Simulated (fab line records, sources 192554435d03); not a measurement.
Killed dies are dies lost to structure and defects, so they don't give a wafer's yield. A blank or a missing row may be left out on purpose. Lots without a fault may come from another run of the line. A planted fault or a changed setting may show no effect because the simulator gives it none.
Which tool did it? | flow n5_finfet | 12 lots, 36 wafers sampled, at 5 steps of a route of 1938

WHAT THE GAUGES READ, wafer by wafer
N5_BEOL_M7_RS_MEAS_57: measures by four-point-probe.
lot  | measured     | on            | M7_RS (ohm/sq)
L074 | day 13 17:05 | film_metro-02 | 0.278 0.285 0.285
L077 | day 13 21:25 | film_metro-02 | 0.287 0.312 0.282
L078 | day 13 22:02 | film_metro-01 | 0.278 0.288 0.276
L080 | day 14 23:29 | film_metro-02 | 0.293 0.272 0.283
L082 | day 15 04:07 | film_metro-02 | 0.269 0.290 0.284
L084 | day 15 16:29 | film_metro-02 | 0.299 0.272 0.284
L089 | day 16 14:49 | film_metro-01 | 0.299 0.283 0.299
L088 | day 16 22:34 | film_metro-01 | 0.293 0.305 0.298
L092 | day 17 03:11 | film_metro-01 | 0.287 0.285 0.272
L093 | day 18 00:12 | film_metro-02 | 0.276 0.284 0.274
L095 | day 18 13:05 | film_metro-01 | 0.281 0.292 0.281
L097 | day 18 23:26 | film_metro-02 | 0.285 0.296 0.281

WHICH TOOL RAN EACH LOT (tool, then ch and the chambers of the sampled wafers, then the start)
lot  | N5_BEOL_M6_SURFACE_TREAT_79  | N5_BEOL_M6_SPUTTER_48        | N5_BEOL_M7_ETCH_61                 | N5_BEOL_M7_SPUTTER_48
L074 | pvd_sputter-02, day 13 04:38 | pvd_sputter-03, day 13 04:52 | rie_diel-02 ch 2,3, day 13 10:22   | pvd_sputter-02, day 13 15:58
L077 | pvd_sputter-01, day 13 13:14 | pvd_sputter-01, day 13 13:25 | rie_diel-02 ch 1,2,3, day 13 16:56 | pvd_sputter-03, day 13 20:28
L078 | pvd_sputter-01, day 13 13:22 | pvd_sputter-01, day 13 13:34 | rie_diel-03 ch 0,1,3, day 13 17:16 | pvd_sputter-03, day 13 20:52
L080 | pvd_sputter-03, day 14 15:43 | pvd_sputter-01, day 14 15:59 | rie_diel-06 ch 0,2, day 14 19:01   | pvd_sputter-03, day 14 22:27
L082 | pvd_sputter-02, day 14 19:29 | pvd_sputter-02, day 14 19:49 | rie_diel-02 ch 0,1,3, day 14 22:41 | pvd_sputter-02, day 15 02:53
L084 | pvd_sputter-02, day 15 08:02 | pvd_sputter-01, day 15 08:18 | rie_diel-02 ch 0,2,3, day 15 12:06 | pvd_sputter-02, day 15 15:14
L089 | pvd_sputter-03, day 16 03:56 | pvd_sputter-02, day 16 05:22 | rie_diel-03 ch 0,1, day 16 08:01   | pvd_sputter-01, day 16 13:52
L088 | pvd_sputter-03, day 16 12:59 | pvd_sputter-01, day 16 13:23 | rie_diel-06 ch 0,1,3, day 16 18:11 | pvd_sputter-03, day 16 21:25
L092 | pvd_sputter-02, day 16 18:55 | pvd_sputter-02, day 16 19:16 | rie_diel-06 ch 1,2,3, day 16 22:35 | pvd_sputter-03, day 17 02:07
L093 | pvd_sputter-01, day 17 13:01 | pvd_sputter-01, day 17 13:29 | rie_diel-02 ch 1,3, day 17 17:51   | pvd_sputter-02, day 17 23:02
L095 | pvd_sputter-01, day 17 23:39 | pvd_sputter-02, day 17 23:55 | rie_diel-03 ch 1,2, day 18 04:41   | pvd_sputter-03, day 18 11:46
L097 | pvd_sputter-01, day 18 13:30 | pvd_sputter-01, day 18 13:49 | rie_diel-02 ch 0,1,2, day 18 17:17 | pvd_sputter-02, day 18 21:21
- N5_BEOL_M6_SURFACE_TREAT_79
- N5_BEOL_M6_SPUTTER_48: material Cu, target thk 10 nm, time 1.667 s.
- N5_BEOL_M7_ETCH_61: etches SiARC in CF4, target depth 45.5 nm, time 75.8 s.
- N5_BEOL_M7_SPUTTER_48: material Cu, target thk 10 nm, time 1.667 s.

THE ANSWER, worked out from the rows above alone
Rule: what is usual is taken from the lots themselves. Put in order of their means at a reading, lots are off if they are a third of the lots or fewer, leave a main group of 4 or more, and stand apart from it by a gap of 3 or more times the standard deviation of the main group's means; of several such gaps the widest counts. A main group whose means are all the same, to the digits that the tables above print for the reading, isn't used. A lot without any number at a reading at which 4 lots or more have one is off too. The other lots that the step has rows for count as sound.
No lot is off at any reading shown: from this, nothing can be told.

WHAT THE SIMULATOR HAD PUT IN
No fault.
